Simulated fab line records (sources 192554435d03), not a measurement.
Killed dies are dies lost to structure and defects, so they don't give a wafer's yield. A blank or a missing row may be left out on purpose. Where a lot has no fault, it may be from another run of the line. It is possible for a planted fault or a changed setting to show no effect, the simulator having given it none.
A lot that was struck, set against a sound lot + flow n5_finfet + 35 out of 1938 route steps
Sound: wafers L249.1, L249.4, L249.6. Wafers L239.2, L239.3, L239.4 were the ones struck. The cause is given at the end.
At each step with rows: each side's tool, then ch and its chambers, then its first start. Under that, the readings that differ: sound wafers + struck wafers + difference of the means + sigmas: that difference in standard deviations of wafers without a fault.
alike: same words and numbers on both sides, and readings whose means sit less than 2 such deviations apart. not compared: any withheld reading, any reading some wafer has no value for, any bound like >300 that may hide the same value, and any number with overlapping values for which the record gives no deviation.
Wherever a step has rows on one side only, a row that says differs or no value, or a row with sigmas, the two part there. When numbers do not overlap yet have no deviation, they are printed without sigmas and do not part them. A reading missing from all wafers of one side parts the sides only when that side holds two or more wafers.

first, 11 steps without rows for these wafers: N5_BEOL_M15_STRIP_36 (strips in O2); N5_BEOL_M15_STRIP_62 (strips in O2); N5_BEOL_M15_STRIP_37 (strips in O2); N5_BEOL_M15_ETCH_38 (etches SiCN in CF4/N2, target depth 106.4 nm, time 120.5 s); N5_BEOL_M15_PRECLEAN_39 (cleans in residue remover, time 60 s); N5_BEOL_M15_SRD_40 (time 30 s, dry time 30 s); N5_BEOL_M15_DEGAS_41 (time 60 s); N5_BEOL_M15_PRE_CLEAN_42 (time 30 s); N5_BEOL_M15_SPUTTER_43 (material TaN, target thk 15 nm, time 24.19 s); N5_BEOL_M15_SPUTTER_44 (material Ta, target thk 15 nm, time 24.19 s); N5_BEOL_M15_SPUTTER_45 (material Cu, target thk 100 nm, time 16.67 s).
N5_BEOL_M15_ECD_47: material Cu, target thk 1860 nm.
  sound on ecd_cu-02 ch 0,1, day 16 21:19; struck on ecd_cu-02 ch 0,1, day 14 08:07
then, 22 steps without rows for these wafers: N5_BEOL_M15_ANNEAL_48 (time 90 s); N5_BEOL_M15_CMP_49 (polishes, stops on SiO2, t overpolish 4.9 s, target thk 850 nm); N5_BEOL_M15_PRE_CLEAN_52 (time 15 s); N5_BEOL_M15_DEP_53 (deposits SiCN from 3MS/NH3, target thk 50 nm, time 17.8 s); N5_PASSIVATION_PECVD_00 (deposits SiO2 from SiH4/N2O, target thk 200 nm, time 11.2 s); N5_MIM_BOT_DEGAS_01 (time 60 s); N5_MIM_BOT_SPUTTER_00 (material TiN, target thk 35 nm, time 89.7 s); N5_MIM_TOP_ALD_00 (deposits Al2O3, purge time 3 s, co reactant pulse time 3 s); N5_MIM_TOP_ALD_01 (deposits HfO2, target thk 5.6 nm, pulse time 1 s, purge time 3 s); N5_MIM_TOP_ALD_02 (deposits Al2O3, purge time 3 s, co reactant pulse time 3 s); N5_MIM_TOP_DEGAS_04 (time 60 s); N5_MIM_TOP_SPUTTER_03 (material TiN, target thk 35 nm, time 89.7 s); N5_MIM_TOP_LITHO_HMDS_01 (time 60 s); N5_MIM_TOP_LITHO_COAT_02; N5_MIM_TOP_LITHO_EBR_04; N5_MIM_TOP_LITHO_SOFTBAKE_03 (time 90 s); N5_MIM_TOP_LITHO_EXPOSE_05 (exposes mask MIM TOP, target cd 2000 nm); N5_MIM_TOP_LITHO_PEB_06; N5_MIM_TOP_LITHO_DEVELOP_07 (develop time 60 s); N5_MIM_TOP_LITHO_HARDBAKE_09 (time 120 s); N5_MIM_TOP_LITHO_DESCUM_10 (chemistry O2, time 7.9 s); N5_MIM_TOP_ETCH_ETCH_00 (etches TiN in Cl2/BCl3, target depth 38.5 nm).
N5_PASSIVATION_PROBE_49:
  rows exist in the record for the struck wafers here (prober-02, day 15 01:47), but not for the sound ones

== WHERE THEY PART ==
Only at N5_PASSIVATION_PROBE_49, as far as this record shows.

WHY: the cause the simulator had injected
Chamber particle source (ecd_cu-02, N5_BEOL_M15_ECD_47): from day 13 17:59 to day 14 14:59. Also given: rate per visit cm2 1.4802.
